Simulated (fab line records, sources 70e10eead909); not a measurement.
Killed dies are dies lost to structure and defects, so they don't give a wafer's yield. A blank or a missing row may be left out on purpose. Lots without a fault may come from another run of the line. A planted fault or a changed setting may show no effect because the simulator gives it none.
fab line records | flow nand_harc | part 2 of 2: steps 23 to 32 of 32
record lots=5 wafers=15 last_day=34
route steps=1302 shown P_M1@292 P_M2@318
lots that met no fault: from a run of the same line without faults
start_h: hours from the record's first day to the start of the lot's first wafer shown | wait_h: hours since the lot's step before | " the same as in the row above | L1.1+2: a row that stands for several wafers | - no value, or no start given | * or withheld: withheld | < > ~ a bound
route shown NAME@n: a module of which the file shows steps, and the number in the route of the first | usual: mean/standard deviation of fault-free wafers | same: alike in all rows | chamber/n: place in a boat | sites: the reading at each site | _std_site: their standard deviation | _edge_site: outer sites' mean less inner sites' | radius_mm: how far each site lies from the wafer's centre | mask NAME#n: copy n | behind: the tool/chamber that last shaped the wafer | hold: why the lot was held/for how many hours/how that ended | device: the transistor (n, p or np) that didn't switch | end of line: the same wafers' tests at the end of the route | a step without rows: its recipe alone | killed: dies lost to structure and defects at the first sort, not the wafer's yield | map: a wafer's dies, x killed, . not, _ none there
set.NAME: the setting as run; set.NAME@STEP: as run at that earlier step | model.NAME: the simulator's own value behind a step, which no gauge read
lots at some steps of the route; a table a step, a row a wafer
services: from which hour (start_h, from the record's first day; less than 0 if before it) a tool's chamber was out of use, for how many hours, and why
## steps
# step NHARC_P_M1_INSPECT_27
# usual raw_defect_count=352/180
# columns lot.wafer tool chamber start_h wait_h raw_defect_count
L075.3 defect_inspect-01 - 137.22 0.0 1433
L075.4 " - " " 917
L075.5 " - " " 781
L077.2 defect_inspect-02 - 164.07 0.0 212
L077.4 " - " " 239
L077.5 " - " " 158
L087.3 defect_inspect-02 - 273.09 0.0 509
L087.4 " - " " 327
L087.6 " - " " 350
L094.2 defect_inspect-02 - 331.58 0.0 186
L094.3 " - " " 405
L094.6 " - " " 362
L097.2 defect_inspect-02 - 362.36 0.0 351
L097.4 " - " " 256
L097.6 " - " " 365
# step NHARC_P_M1_PRE_CLEAN_32
# recipe time_s=12 temp_c=370 rf_power_w=300 gas=NH3
# usual heater_power_w=664/88 susceptor_temp_C=369.99/0.21
# columns lot.wafer tool chamber start_h wait_h heater_power_w susceptor_temp_C
L075.3 pecvd-03 0 137.33 0.1 670 370.27
L075.4 " 1 " " 634 370.28
L075.5 " 0 " " 654 369.95
L077.2 pecvd-02 2 164.15 0.1 734 370.10
L077.5 " 2 " " 742 370.25
L077.4 " 0 " " 552 369.88
L087.3 pecvd-02 1 273.22 0.1 686 370.28
L087.4 " 1 " " 707 370.33
L087.6 " 2 " " 796 370.18
L094.3 pecvd-03 1 331.65 0.1 724 370.17
L094.2 " 2 " " 719 369.66
L094.6 " 2 " " 704 370.08
L097.2 pecvd-03 2 362.43 0.1 671 369.32
L097.6 " 2 " " 678 369.71
L097.4 " 1 " " 684 369.87
# step NHARC_P_M1_DEP_33
# recipe target_thk_a=300 temp_c=370 target_thk_nm=30 pressure_torr=3 flow_sccm=200 rf_w=450 material=SiCN
# usual heater_power_w=610/99 susceptor_temp_C=369.97/0.22
# columns lot.wafer tool chamber start_h wait_h heater_power_w susceptor_temp_C
L075.3 pecvd-03 0 137.47 0.1 664 369.92
L075.4 " 1 " " 650 370.50
L075.5 " 0 " " 633 369.99
L077.2 pecvd-02 2 164.25 0.1 792 369.76
L077.5 " 2 " " 787 369.75
L077.4 " 0 " " 475 370.00
L087.3 pecvd-02 1 273.32 0.1 652 369.88
L087.4 " 1 " " 633 370.11
L087.6 " 2 " " 667 369.49
L094.3 pecvd-03 1 331.73 0.1 577 370.17
L094.2 " 2 " " 699 369.92
L094.6 " 2 " " 702 369.86
L097.2 pecvd-03 2 362.51 0.1 629 370.07
L097.6 " 2 " " 618 369.77
L097.4 " 1 " " 675 369.99
# step NHARC_P_M2_DEP_00
# recipe target_thk_a=1825 target_thk_nm=182.5 temp_c=withheld pressure_torr=5 flow_sccm=200 rf_w=600 material=SiOC
# columns lot.wafer tool chamber start_h wait_h
L075.3+4+5 pecvd-04 2,0,2 137.87 -
L077.2+4+5 pecvd-04 1,2,0 164.62 -
L087.3+6+4 pecvd-03 1,2,0 273.81 -
L094.2+3+6 pecvd-03 0,1,0 - -
L097.2+6+4 pecvd-04 0,0,2 362.93 -
# step NHARC_P_M2_DEHYDRATE_01
# recipe temp_c=150 time_s=120
# usual chill_plate_temp_C=23.00/0.12 exhaust_pa=45.2/0.79
# columns lot.wafer tool chamber start_h wait_h chill_plate_temp_C exhaust_pa
L075.3 litho_track-06 0 138.18 - 23.13 45.8
L075.4 " 0 " " 23.14 46.4
L075.5 " 0 " " 23.07 45.5
L077.2 litho_track-04 0 165.03 - 22.88 45.5
L077.4 " 0 " " 22.87 46.1
L077.5 " 0 " " 22.85 46.6
L087.3 litho_track-04 0 274.12 - 23.20 44.4
L087.4 " 0 " " 23.25 43.6
L087.6 " 0 " " 23.15 44.6
L094.2 litho_track-06 0 332.53 - 22.76 47.2
L094.3 " 0 " " 22.86 45.6
L094.6 " 0 " " 22.85 46.0
L097.2 litho_track-01 0 363.33 - 23.18 44.9
L097.4 " 0 " " 23.19 45.3
L097.6 " 0 " " 22.99 45.1
# step NHARC_P_M2_HMDS_02
# recipe time_s=30
# usual chill_plate_temp_C=23.01/0.12 exhaust_pa=44.9/0.87
# columns lot.wafer tool chamber start_h wait_h chill_plate_temp_C exhaust_pa
L075.3 litho_track-06 0 - - 22.97 44.4
L075.4 " 0 " " 22.85 45.1
L075.5 " 0 " " 22.97 45.9
L077.2 litho_track-04 0 - - 23.02 44.9
L077.4 " 0 " " 22.83 46.3
L077.5 " 0 " " 23.01 46.1
L087.3 litho_track-04 0 - - 22.90 44.7
L087.4 " 0 " " 22.79 44.7
L087.6 " 0 " " 23.06 45.1
L094.2 litho_track-06 0 - - 23.18 45.1
L094.3 " 0 " " 23.10 47.1
L094.6 " 0 " " 23.26 46.0
L097.2 litho_track-01 0 - - 22.86 44.9
L097.4 " 0 " " 22.98 45.0
L097.6 " 0 " " 22.91 43.2
# step NHARC_P_M2_COAT_34
# recipe temp_c=200 time_s=65
# usual chill_plate_temp_C=22.98/0.11 exhaust_pa=45.0/0.88
# columns lot.wafer tool chamber start_h wait_h chill_plate_temp_C exhaust_pa
L075.3 litho_track-06 0 - - 23.03 45.0
L075.4 " 0 " " 23.01 43.8
L075.5 " 0 " " 22.88 44.6
L077.2 litho_track-04 0 - - 22.88 46.3
L077.4 " 0 " " 23.10 45.2
L077.5 " 0 " " 23.01 47.1
L087.3 litho_track-04 0 - - 22.90 45.0
L087.4 " 0 " " 22.99 45.1
L087.6 " 0 " " 22.97 45.2
L094.2 litho_track-06 0 - - 22.76 44.1
L094.3 " 0 " " 22.82 45.7
L094.6 " 0 " " 22.91 44.9
L097.2 litho_track-01 0 - - 23.00 45.8
L097.4 " 0 " " 22.91 42.4
L097.6 " 0 " " 22.99 43.8
# step NHARC_P_M2_COAT_03
# recipe spin_rpm=1500 resist_thk_nm=90
# usual chill_plate_temp_C=23.01/0.11 exhaust_pa=45.2/0.87
# columns lot.wafer tool chamber start_h wait_h chill_plate_temp_C exhaust_pa
L075.3 litho_track-06 0 - - 22.85 46.0
L075.4 " 0 " " 23.02 45.5
L075.5 " 0 " " 22.98 46.2
L077.2 litho_track-04 0 - - 22.92 44.9
L077.4 " 0 " " 22.94 45.1
L077.5 " 0 " " 22.97 44.9
L087.3 litho_track-04 0 - - 23.02 45.8
L087.4 " 0 " " 23.06 45.4
L087.6 " 0 " " 23.08 46.0
L094.2 litho_track-06 0 - - 23.14 44.9
L094.3 " 0 " " 23.21 45.4
L094.6 " 0 " " 23.26 44.2
L097.2 litho_track-01 0 - - 22.94 44.8
L097.4 " 0 " " 23.14 45.1
L097.6 " 0 " " 23.02 43.9
# step NHARC_P_M2_SOFTBAKE_04
# recipe temp_c=105 time_s=55
# usual chill_plate_temp_C=23.01/0.11 exhaust_pa=45.1/0.85
# columns lot.wafer tool chamber start_h wait_h chill_plate_temp_C exhaust_pa
L075.3 litho_track-06 0 - - 22.82 45.2
L075.4 " 0 " " 22.97 45.3
L075.5 " 0 " " 23.03 44.5
L077.2 litho_track-04 0 - - 23.01 45.3
L077.4 " 0 " " 22.89 46.4
L077.5 " 0 " " 22.94 44.8
L087.3 litho_track-04 0 - - 22.99 45.8
L087.4 " 0 " " 23.02 45.0
L087.6 " 0 " " 22.85 44.9
L094.2 litho_track-06 0 - - 22.96 46.0
L094.3 " 0 " " 23.02 46.4
L094.6 " 0 " " 22.89 44.1
L097.2 litho_track-01 0 - - 23.03 45.5
L097.4 " 0 " " 22.90 45.0
L097.6 " 0 " " 23.04 46.0
# step NHARC_P_M2_EBR_05
# usual chill_plate_temp_C=23.00/0.1 exhaust_pa=44.9/0.98
# columns lot.wafer tool chamber start_h wait_h chill_plate_temp_C exhaust_pa
L075.3 litho_track-06 0 - - 23.00 44.7
L075.4 " 0 " " 22.93 44.6
L075.5 " 0 " " 23.02 44.2
L077.2 litho_track-04 0 - - 23.15 46.4
L077.4 " 0 " " 22.91 45.2
L077.5 " 0 " " 22.82 46.3
L087.3 litho_track-04 0 - - 22.97 44.9
L087.4 " 0 " " 22.90 43.4
L087.6 " 0 " " 23.05 43.8
L094.2 litho_track-06 0 - - 23.18 44.4
L094.3 " 0 " " 22.92 43.8
L094.6 " 0 " " 23.01 44.0
L097.2 litho_track-01 0 - - 22.95 45.4
L097.4 " 0 " " 23.09 45.4
L097.6 " 0 " " 22.99 46.0
## services
# columns tool chamber start_h hours kind
wet_bench-08 - 118.40 8.0 pm
rie_diel-05 1 128.12 20.4 repair
wet_bench-10 - 135.20 8.0 pm
litho_track-01 - 155.00 7.0 pm
ecd_cu-01 - 160.00 8.0 pm
pvd_sputter-03 - 165.68 2.6 repair
rie_diel-05 0 168.87 4.4 repair
pvd_sputter-03 - 170.03 10.0 pm
pecvd-03 1 178.62 7.4 repair
litho_track-06 - 179.00 7.0 pm
pecvd-03 - 185.09 13.0 pm
litho_track-04 - 203.00 7.0 pm
rie_diel-10 0 214.78 1.8 repair
pvd_sputter-01 - 226.00 10.0 pm
rie_diel-05 - 229.60 9.0 pm
rie_diel-10 - 242.50 9.0 pm
rie_diel-10 3 268.32 1.3 repair
rie_diel-10 3 295.04 7.8 repair
wet_bench-10 - 311.20 8.0 pm
litho_track-01 - 330.00 7.0 pm
rie_diel-10 0 334.83 22.6 repair
pecvd-03 - 341.62 1.5 repair
pvd_sputter-01 - 342.12 3.5 repair
litho_track-06 - 354.00 7.0 pm
